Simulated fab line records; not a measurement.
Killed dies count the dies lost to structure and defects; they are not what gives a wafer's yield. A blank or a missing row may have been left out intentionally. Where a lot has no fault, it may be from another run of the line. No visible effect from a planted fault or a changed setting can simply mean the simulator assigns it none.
A sampling plan put to the test || flow n5 finfet || one fab line, 43 faults that these records tell of, each judged on the records of the lots that it struck; 2 more are left out, because the records don't allow judging them
The plan is the line's own looks: the steps of the route at which a gauge or an inspection reads the wafer and doesn't change it. A look can be judged if struck wafers have a number there and the file gives its usual mean and standard deviation on fault-free wafers. Caught: a look later than the fault's first step finds the struck wafers' mean 4 or more of those standard deviations (sigma) from the usual mean. On the tool: the identical test, applied to the tool's own readings at the steps of the fault. Also counted as caught: the struck wafers showing another recipe, or a record that is empty for them alone.

== THE FAULTS, as the simulator had put them in ==
1. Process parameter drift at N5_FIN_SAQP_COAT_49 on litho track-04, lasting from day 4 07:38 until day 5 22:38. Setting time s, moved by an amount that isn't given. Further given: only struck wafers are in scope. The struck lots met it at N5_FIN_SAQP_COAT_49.
2. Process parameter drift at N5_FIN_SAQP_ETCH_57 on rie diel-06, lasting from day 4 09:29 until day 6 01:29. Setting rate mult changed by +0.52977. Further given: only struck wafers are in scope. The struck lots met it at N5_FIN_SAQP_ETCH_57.
3. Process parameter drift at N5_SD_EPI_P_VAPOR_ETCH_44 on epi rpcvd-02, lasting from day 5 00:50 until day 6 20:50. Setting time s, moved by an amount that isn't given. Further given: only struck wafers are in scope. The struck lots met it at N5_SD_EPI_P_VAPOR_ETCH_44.
4. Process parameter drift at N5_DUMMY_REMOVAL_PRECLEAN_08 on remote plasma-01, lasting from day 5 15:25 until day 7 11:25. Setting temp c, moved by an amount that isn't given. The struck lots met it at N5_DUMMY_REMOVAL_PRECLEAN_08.
5. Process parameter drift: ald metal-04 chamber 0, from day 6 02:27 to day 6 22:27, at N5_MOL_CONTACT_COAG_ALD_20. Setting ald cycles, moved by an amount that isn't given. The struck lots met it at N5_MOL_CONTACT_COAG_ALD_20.
6. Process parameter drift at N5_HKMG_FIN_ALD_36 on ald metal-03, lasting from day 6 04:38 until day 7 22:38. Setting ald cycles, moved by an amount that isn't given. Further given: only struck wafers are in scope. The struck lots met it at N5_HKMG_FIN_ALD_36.
7. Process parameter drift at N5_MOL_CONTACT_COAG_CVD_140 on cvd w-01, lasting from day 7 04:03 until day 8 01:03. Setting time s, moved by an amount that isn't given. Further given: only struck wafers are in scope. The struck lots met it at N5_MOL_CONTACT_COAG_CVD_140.
8. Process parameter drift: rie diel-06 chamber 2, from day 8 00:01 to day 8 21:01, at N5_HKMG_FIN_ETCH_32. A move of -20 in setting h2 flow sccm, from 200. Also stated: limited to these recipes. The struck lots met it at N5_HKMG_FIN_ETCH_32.
9. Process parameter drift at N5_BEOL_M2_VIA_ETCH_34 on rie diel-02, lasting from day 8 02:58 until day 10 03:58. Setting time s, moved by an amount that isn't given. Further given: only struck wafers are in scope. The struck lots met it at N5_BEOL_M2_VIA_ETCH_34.
10. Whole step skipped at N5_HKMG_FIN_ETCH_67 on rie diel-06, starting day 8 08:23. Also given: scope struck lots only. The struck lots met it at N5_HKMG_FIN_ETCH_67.
11. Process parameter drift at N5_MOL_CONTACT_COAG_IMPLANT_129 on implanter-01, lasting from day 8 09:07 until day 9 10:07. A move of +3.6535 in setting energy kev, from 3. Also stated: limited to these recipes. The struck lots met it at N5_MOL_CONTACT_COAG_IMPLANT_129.
12. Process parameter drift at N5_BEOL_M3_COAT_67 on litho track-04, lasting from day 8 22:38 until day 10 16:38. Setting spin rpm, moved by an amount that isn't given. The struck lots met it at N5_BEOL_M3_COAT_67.
13. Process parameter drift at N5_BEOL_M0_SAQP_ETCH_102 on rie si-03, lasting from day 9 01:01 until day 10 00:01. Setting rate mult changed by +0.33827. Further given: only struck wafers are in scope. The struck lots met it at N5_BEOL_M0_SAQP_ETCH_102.
14. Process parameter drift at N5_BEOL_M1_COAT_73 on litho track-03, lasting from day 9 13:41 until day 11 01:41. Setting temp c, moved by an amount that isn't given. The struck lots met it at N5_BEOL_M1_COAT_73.
15. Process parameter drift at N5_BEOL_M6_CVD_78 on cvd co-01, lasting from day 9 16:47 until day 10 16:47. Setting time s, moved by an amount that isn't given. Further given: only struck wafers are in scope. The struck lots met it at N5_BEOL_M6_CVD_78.
16. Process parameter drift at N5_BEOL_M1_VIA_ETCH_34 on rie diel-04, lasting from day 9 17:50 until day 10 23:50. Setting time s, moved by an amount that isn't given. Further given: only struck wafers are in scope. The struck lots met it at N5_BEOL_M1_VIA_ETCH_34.
17. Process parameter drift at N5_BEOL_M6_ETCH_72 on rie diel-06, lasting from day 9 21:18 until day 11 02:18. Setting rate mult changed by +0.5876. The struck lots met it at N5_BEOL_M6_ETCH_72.
18. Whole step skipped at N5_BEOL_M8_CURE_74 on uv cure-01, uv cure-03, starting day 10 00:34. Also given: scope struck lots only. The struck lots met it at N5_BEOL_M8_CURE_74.
19. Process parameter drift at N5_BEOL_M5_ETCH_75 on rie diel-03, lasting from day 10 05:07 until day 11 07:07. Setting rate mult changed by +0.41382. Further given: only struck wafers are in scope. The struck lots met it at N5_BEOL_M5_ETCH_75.
20. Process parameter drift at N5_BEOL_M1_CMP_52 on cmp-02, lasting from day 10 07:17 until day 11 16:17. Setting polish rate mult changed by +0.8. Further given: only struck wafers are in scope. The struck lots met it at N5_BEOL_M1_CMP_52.
21. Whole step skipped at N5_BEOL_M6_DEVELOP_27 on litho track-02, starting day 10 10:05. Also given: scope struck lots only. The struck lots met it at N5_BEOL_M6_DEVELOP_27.
22. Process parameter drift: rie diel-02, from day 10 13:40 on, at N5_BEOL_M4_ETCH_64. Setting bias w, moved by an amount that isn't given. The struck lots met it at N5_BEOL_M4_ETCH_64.
23. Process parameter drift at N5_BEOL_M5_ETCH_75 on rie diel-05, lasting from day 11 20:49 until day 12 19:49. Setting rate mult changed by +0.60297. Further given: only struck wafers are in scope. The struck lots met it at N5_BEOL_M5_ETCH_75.
24. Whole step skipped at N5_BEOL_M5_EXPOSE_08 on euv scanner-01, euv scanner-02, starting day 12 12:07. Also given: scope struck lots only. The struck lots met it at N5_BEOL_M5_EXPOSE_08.
25. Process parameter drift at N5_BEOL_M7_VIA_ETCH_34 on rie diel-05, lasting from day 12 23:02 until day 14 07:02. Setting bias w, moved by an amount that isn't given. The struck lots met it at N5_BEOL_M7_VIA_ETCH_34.
26. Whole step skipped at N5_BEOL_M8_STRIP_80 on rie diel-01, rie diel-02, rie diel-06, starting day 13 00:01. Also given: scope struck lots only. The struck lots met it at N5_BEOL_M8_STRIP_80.
27. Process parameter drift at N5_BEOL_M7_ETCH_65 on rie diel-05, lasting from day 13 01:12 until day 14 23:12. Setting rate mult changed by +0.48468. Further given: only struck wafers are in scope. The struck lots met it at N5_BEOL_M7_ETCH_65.
28. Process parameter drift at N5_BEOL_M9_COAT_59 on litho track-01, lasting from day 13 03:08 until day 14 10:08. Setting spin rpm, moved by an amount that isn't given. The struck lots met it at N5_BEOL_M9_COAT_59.
29. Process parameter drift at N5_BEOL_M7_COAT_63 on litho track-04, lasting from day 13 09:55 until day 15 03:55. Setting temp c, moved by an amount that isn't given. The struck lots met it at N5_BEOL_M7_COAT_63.
30. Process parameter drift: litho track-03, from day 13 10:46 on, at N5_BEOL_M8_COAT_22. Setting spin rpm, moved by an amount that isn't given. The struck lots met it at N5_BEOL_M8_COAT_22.
31. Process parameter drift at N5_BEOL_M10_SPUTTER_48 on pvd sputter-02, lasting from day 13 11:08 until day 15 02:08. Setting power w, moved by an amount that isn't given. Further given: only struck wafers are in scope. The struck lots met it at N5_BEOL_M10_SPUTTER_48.
32. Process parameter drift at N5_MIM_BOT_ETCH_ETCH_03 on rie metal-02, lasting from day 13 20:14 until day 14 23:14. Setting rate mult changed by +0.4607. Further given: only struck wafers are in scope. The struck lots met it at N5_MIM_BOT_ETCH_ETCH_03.
33. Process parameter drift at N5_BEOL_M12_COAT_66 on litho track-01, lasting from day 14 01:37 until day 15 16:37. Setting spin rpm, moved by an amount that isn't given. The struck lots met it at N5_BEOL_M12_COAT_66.
34. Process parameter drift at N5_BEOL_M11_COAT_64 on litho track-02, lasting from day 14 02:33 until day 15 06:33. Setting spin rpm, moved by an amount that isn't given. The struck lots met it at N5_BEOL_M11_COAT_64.
35. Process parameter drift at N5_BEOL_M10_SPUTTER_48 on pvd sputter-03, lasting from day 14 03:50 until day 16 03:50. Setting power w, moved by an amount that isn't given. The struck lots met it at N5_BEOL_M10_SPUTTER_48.
36. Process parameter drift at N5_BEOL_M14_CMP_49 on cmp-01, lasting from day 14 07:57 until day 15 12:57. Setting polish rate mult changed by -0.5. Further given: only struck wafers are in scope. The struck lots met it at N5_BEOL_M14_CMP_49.
37. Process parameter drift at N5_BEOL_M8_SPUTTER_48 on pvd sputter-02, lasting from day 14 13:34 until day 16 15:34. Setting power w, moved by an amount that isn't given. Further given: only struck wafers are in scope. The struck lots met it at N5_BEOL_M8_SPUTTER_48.
38. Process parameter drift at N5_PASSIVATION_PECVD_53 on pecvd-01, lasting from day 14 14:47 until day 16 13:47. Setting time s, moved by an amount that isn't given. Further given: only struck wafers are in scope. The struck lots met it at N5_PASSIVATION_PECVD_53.
39. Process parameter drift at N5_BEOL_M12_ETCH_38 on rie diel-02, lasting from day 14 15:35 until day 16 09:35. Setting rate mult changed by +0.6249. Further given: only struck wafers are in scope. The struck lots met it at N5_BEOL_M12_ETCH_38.
40. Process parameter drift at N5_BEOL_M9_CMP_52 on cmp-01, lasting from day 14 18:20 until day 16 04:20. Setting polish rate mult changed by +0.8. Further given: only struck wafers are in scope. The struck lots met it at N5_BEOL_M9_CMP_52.
41. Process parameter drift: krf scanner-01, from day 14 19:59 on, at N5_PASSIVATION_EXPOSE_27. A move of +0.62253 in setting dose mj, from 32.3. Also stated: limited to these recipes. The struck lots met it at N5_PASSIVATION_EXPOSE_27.
42. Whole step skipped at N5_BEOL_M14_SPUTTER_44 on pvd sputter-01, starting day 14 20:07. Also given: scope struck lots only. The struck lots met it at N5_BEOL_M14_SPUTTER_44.
43. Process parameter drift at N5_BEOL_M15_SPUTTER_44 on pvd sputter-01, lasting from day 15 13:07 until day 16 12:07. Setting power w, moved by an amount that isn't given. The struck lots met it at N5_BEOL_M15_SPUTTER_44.

== WHAT THE PLAN SAW ==
{"fault": 1, "on the tool itself": "run length s +63 sigma", "first look that catches it": "not the one look that can be judged after it", "reading, sigma": "-", "median hours from its first step to that look": "-", "hours from the fault's start to the first struck lot there": "-", "judged looks passed uncaught": 1}
{"fault": 2, "on the tool itself": "etch rf on time s -16 sigma", "first look that catches it": "not the one look that can be judged after it", "reading, sigma": "-", "median hours from its first step to that look": "-", "hours from the fault's start to the first struck lot there": "-", "judged looks passed uncaught": 1}
{"fault": 3, "on the tool itself": "no reading that can be judged", "first look that catches it": "N5_BEOL_M4_RC_MEAS_101", "reading, sigma": "IOFF_P +22", "median hours from its first step to that look": 119.3, "hours from the fault's start to the first struck lot there": 146, "judged looks passed uncaught": 0}
{"fault": 4, "on the tool itself": "temp c +4.8 sigma", "first look that catches it": "not the one look that can be judged after it", "reading, sigma": "-", "median hours from its first step to that look": "-", "hours from the fault's start to the first struck lot there": "-", "judged looks passed uncaught": 1}
{"fault": 5, "on the tool itself": "under 2 sigma", "first look that catches it": "not the one look that can be judged after it", "reading, sigma": "-", "median hours from its first step to that look": "-", "hours from the fault's start to the first struck lot there": "-", "judged looks passed uncaught": 1}
{"fault": 6, "on the tool itself": "under 2 sigma", "first look that catches it": "not the one look that can be judged after it", "reading, sigma": "-", "median hours from its first step to that look": "-", "hours from the fault's start to the first struck lot there": "-", "judged looks passed uncaught": 1}
{"fault": 7, "on the tool itself": "run length s -99 or beyond sigma", "first look that catches it": "none of the 2 looks that can be judged after it", "reading, sigma": "-", "median hours from its first step to that look": "-", "hours from the fault's start to the first struck lot there": "-", "judged looks passed uncaught": 2}
{"fault": 8, "on the tool itself": "h2 flow sccm -33 sigma", "first look that catches it": "not the one look that can be judged after it", "reading, sigma": "-", "median hours from its first step to that look": "-", "hours from the fault's start to the first struck lot there": "-", "judged looks passed uncaught": 1}
{"fault": 9, "on the tool itself": "run length s -44 sigma", "first look that catches it": "not the one look that can be judged after it", "reading, sigma": "-", "median hours from its first step to that look": "-", "hours from the fault's start to the first struck lot there": "-", "judged looks passed uncaught": 1}
{"fault": 10, "on the tool itself": "the tool's record is blank for the struck wafers", "first look that catches it": "no look after it can be judged", "reading, sigma": "-", "median hours from its first step to that look": "-", "hours from the fault's start to the first struck lot there": "-", "judged looks passed uncaught": 0}
{"fault": 11, "on the tool itself": "beam energy keV +99 or beyond sigma", "first look that catches it": "not the one look that can be judged after it", "reading, sigma": "-", "median hours from its first step to that look": "-", "hours from the fault's start to the first struck lot there": "-", "judged looks passed uncaught": 1}
{"fault": 12, "on the tool itself": "spin speed rpm -99 or beyond sigma", "first look that catches it": "not the one look that can be judged after it", "reading, sigma": "-", "median hours from its first step to that look": "-", "hours from the fault's start to the first struck lot there": "-", "judged looks passed uncaught": 1}
{"fault": 13, "on the tool itself": "oes product au +9.8 sigma", "first look that catches it": "not the one look that can be judged after it", "reading, sigma": "-", "median hours from its first step to that look": "-", "hours from the fault's start to the first struck lot there": "-", "judged looks passed uncaught": 1}
{"fault": 14, "on the tool itself": "plate temp C +30 sigma", "first look that catches it": "none of the 2 looks that can be judged after it", "reading, sigma": "-", "median hours from its first step to that look": "-", "hours from the fault's start to the first struck lot there": "-", "judged looks passed uncaught": 2}
{"fault": 15, "on the tool itself": "run length s -4.7 sigma", "first look that catches it": "no look after it can be judged", "reading, sigma": "-", "median hours from its first step to that look": "-", "hours from the fault's start to the first struck lot there": "-", "judged looks passed uncaught": 0}
{"fault": 16, "on the tool itself": "run length s -14 sigma", "first look that catches it": "not the one look that can be judged after it", "reading, sigma": "-", "median hours from its first step to that look": "-", "hours from the fault's start to the first struck lot there": "-", "judged looks passed uncaught": 1}
{"fault": 17, "on the tool itself": "etch rf on time s -19 sigma", "first look that catches it": "no look after it can be judged", "reading, sigma": "-", "median hours from its first step to that look": "-", "hours from the fault's start to the first struck lot there": "-", "judged looks passed uncaught": 0}
{"fault": 18, "on the tool itself": "the tool's record is blank for the struck wafers", "first look that catches it": "N5_BEOL_M8_THK_MEAS_01", "reading, sigma": "M8_ILD_THK +11", "median hours from its first step to that look": 0.4, "hours from the fault's start to the first struck lot there": 2, "judged looks passed uncaught": 0}
{"fault": 19, "on the tool itself": "etch rf on time s -11 sigma", "first look that catches it": "no look after it can be judged", "reading, sigma": "-", "median hours from its first step to that look": "-", "hours from the fault's start to the first struck lot there": "-", "judged looks passed uncaught": 0}
{"fault": 20, "on the tool itself": "barrier field endpoint s -15 sigma", "first look that catches it": "not the one look that can be judged after it", "reading, sigma": "-", "median hours from its first step to that look": "-", "hours from the fault's start to the first struck lot there": "-", "judged looks passed uncaught": 1}
{"fault": 21, "on the tool itself": "the tool's record is blank for the struck wafers", "first look that catches it": "no look after it can be judged", "reading, sigma": "-", "median hours from its first step to that look": "-", "hours from the fault's start to the first struck lot there": "-", "judged looks passed uncaught": 0}
{"fault": 22, "on the tool itself": "bias w -27 sigma", "first look that catches it": "not the one look that can be judged after it", "reading, sigma": "-", "median hours from its first step to that look": "-", "hours from the fault's start to the first struck lot there": "-", "judged looks passed uncaught": 1}
{"fault": 23, "on the tool itself": "etch rf on time s -14 sigma", "first look that catches it": "no look after it can be judged", "reading, sigma": "-", "median hours from its first step to that look": "-", "hours from the fault's start to the first struck lot there": "-", "judged looks passed uncaught": 0}
{"fault": 24, "on the tool itself": "no reading that can be judged", "first look that catches it": "no look after it can be judged", "reading, sigma": "-", "median hours from its first step to that look": "-", "hours from the fault's start to the first struck lot there": "-", "judged looks passed uncaught": 0}
{"fault": 25, "on the tool itself": "bias w +25 sigma", "first look that catches it": "no look after it can be judged", "reading, sigma": "-", "median hours from its first step to that look": "-", "hours from the fault's start to the first struck lot there": "-", "judged looks passed uncaught": 0}
{"fault": 26, "on the tool itself": "the tool's record is blank for the struck wafers", "first look that catches it": "not the one look that can be judged after it", "reading, sigma": "-", "median hours from its first step to that look": "-", "hours from the fault's start to the first struck lot there": "-", "judged looks passed uncaught": 1}
{"fault": 27, "on the tool itself": "etch rf on time s -15 sigma", "first look that catches it": "not the one look that can be judged after it", "reading, sigma": "-", "median hours from its first step to that look": "-", "hours from the fault's start to the first struck lot there": "-", "judged looks passed uncaught": 1}
{"fault": 28, "on the tool itself": "spin speed rpm -74 sigma", "first look that catches it": "no look after it can be judged", "reading, sigma": "-", "median hours from its first step to that look": "-", "hours from the fault's start to the first struck lot there": "-", "judged looks passed uncaught": 0}
{"fault": 29, "on the tool itself": "heater power total W +99 or beyond sigma", "first look that catches it": "no look after it can be judged", "reading, sigma": "-", "median hours from its first step to that look": "-", "hours from the fault's start to the first struck lot there": "-", "judged looks passed uncaught": 0}
{"fault": 30, "on the tool itself": "spin speed rpm -96 sigma", "first look that catches it": "no look after it can be judged", "reading, sigma": "-", "median hours from its first step to that look": "-", "hours from the fault's start to the first struck lot there": "-", "judged looks passed uncaught": 0}
{"fault": 31, "on the tool itself": "cathode dc power W +99 or beyond sigma", "first look that catches it": "no look after it can be judged", "reading, sigma": "-", "median hours from its first step to that look": "-", "hours from the fault's start to the first struck lot there": "-", "judged looks passed uncaught": 0}
{"fault": 32, "on the tool itself": "only faintly: oes product au +3.8 sigma", "first look that catches it": "no look after it can be judged", "reading, sigma": "-", "median hours from its first step to that look": "-", "hours from the fault's start to the first struck lot there": "-", "judged looks passed uncaught": 0}
{"fault": 33, "on the tool itself": "spin speed rpm +63 sigma", "first look that catches it": "no look after it can be judged", "reading, sigma": "-", "median hours from its first step to that look": "-", "hours from the fault's start to the first struck lot there": "-", "judged looks passed uncaught": 0}
{"fault": 34, "on the tool itself": "spin speed rpm -45 sigma", "first look that catches it": "no look after it can be judged", "reading, sigma": "-", "median hours from its first step to that look": "-", "hours from the fault's start to the first struck lot there": "-", "judged looks passed uncaught": 0}
{"fault": 35, "on the tool itself": "cathode dc power W -99 or beyond sigma", "first look that catches it": "no look after it can be judged", "reading, sigma": "-", "median hours from its first step to that look": "-", "hours from the fault's start to the first struck lot there": "-", "judged looks passed uncaught": 0}
{"fault": 36, "on the tool itself": "overpolish run s -99 or beyond sigma", "first look that catches it": "N5_BEOL_M14_THK_MEAS_50", "reading, sigma": "M14_THK +40", "median hours from its first step to that look": 0.2, "hours from the fault's start to the first struck lot there": 8, "judged looks passed uncaught": 0}
{"fault": 37, "on the tool itself": "cathode dc power W -99 or beyond sigma", "first look that catches it": "not the one look that can be judged after it", "reading, sigma": "-", "median hours from its first step to that look": "-", "hours from the fault's start to the first struck lot there": "-", "judged looks passed uncaught": 1}
{"fault": 38, "on the tool itself": "run length s -78 sigma", "first look that catches it": "no look after it can be judged", "reading, sigma": "-", "median hours from its first step to that look": "-", "hours from the fault's start to the first struck lot there": "-", "judged looks passed uncaught": 0}
{"fault": 39, "on the tool itself": "oes product au +5.0 sigma", "first look that catches it": "no look after it can be judged", "reading, sigma": "-", "median hours from its first step to that look": "-", "hours from the fault's start to the first struck lot there": "-", "judged looks passed uncaught": 0}
{"fault": 40, "on the tool itself": "barrier field endpoint s -17 sigma", "first look that catches it": "no look after it can be judged", "reading, sigma": "-", "median hours from its first step to that look": "-", "hours from the fault's start to the first struck lot there": "-", "judged looks passed uncaught": 0}
{"fault": 41, "on the tool itself": "exposure dose mJ cm2 +19 sigma", "first look that catches it": "no look after it can be judged", "reading, sigma": "-", "median hours from its first step to that look": "-", "hours from the fault's start to the first struck lot there": "-", "judged looks passed uncaught": 0}
{"fault": 42, "on the tool itself": "the tool's record is blank for the struck wafers", "first look that catches it": "no look after it can be judged", "reading, sigma": "-", "median hours from its first step to that look": "-", "hours from the fault's start to the first struck lot there": "-", "judged looks passed uncaught": 0}
{"fault": 43, "on the tool itself": "cathode dc power W -99 or beyond sigma", "first look that catches it": "not the one look that can be judged after it", "reading, sigma": "-", "median hours from its first step to that look": "-", "hours from the fault's start to the first struck lot there": "-", "judged looks passed uncaught": 1}
A dash: the fault is not caught, or the number is missing from these records.

Caught at a look: 3 of 43. Caught on the tool: 38 of 43. By one or the other: 39 of 43.
On the tool alone, faults 1, 2, 4, 7, 8, 9, 10, 11, 12, 13, 14, 15, 16, 17, 19, 20, 21, 22, 23, 25, 26, 27, 28, 29, 30, 31, 33, 34, 35, 37, 38, 39, 40, 41, 42, 43 were caught.
Caught at a look alone: fault 3.
Caught by neither: faults 5, 6, 24, 32.

== THINNER SAMPLING ==
If the look that catches a fault measured only every second or every third lot, by lot number, the first struck lot would be measured this late in the worst case:
{"fault": 3, "struck lots at that look, in order of time": "L976, L978", "every lot": "146 h", "every second lot": "may miss all 2", "every third lot": "may miss all 2"}
{"fault": 18, "struck lots at that look, in order of time": "L587, L585", "every lot": "2 h", "every second lot": "may miss all 2", "every third lot": "may miss all 2"}
{"fault": 36, "struck lots at that look, in order of time": "L875, L879, L877", "every lot": "8 h", "every second lot": "may miss all 3", "every third lot": "28 h"}
Hours: fault start to first struck lot measured. Since the struck wafers were tested as one group against 4 sigma, a single lot by itself may lie under the limit. Other struck lots may not be in these records.

== THE LONGEST TIMED WAY FROM STEP TO LOOK ==
In fault 3, a median of 119.3 hours elapses between N5_SD_EPI_P_VAPOR_ETCH_44 and N5_BEOL_M4_RC_MEAS_101. No look between them can be judged.
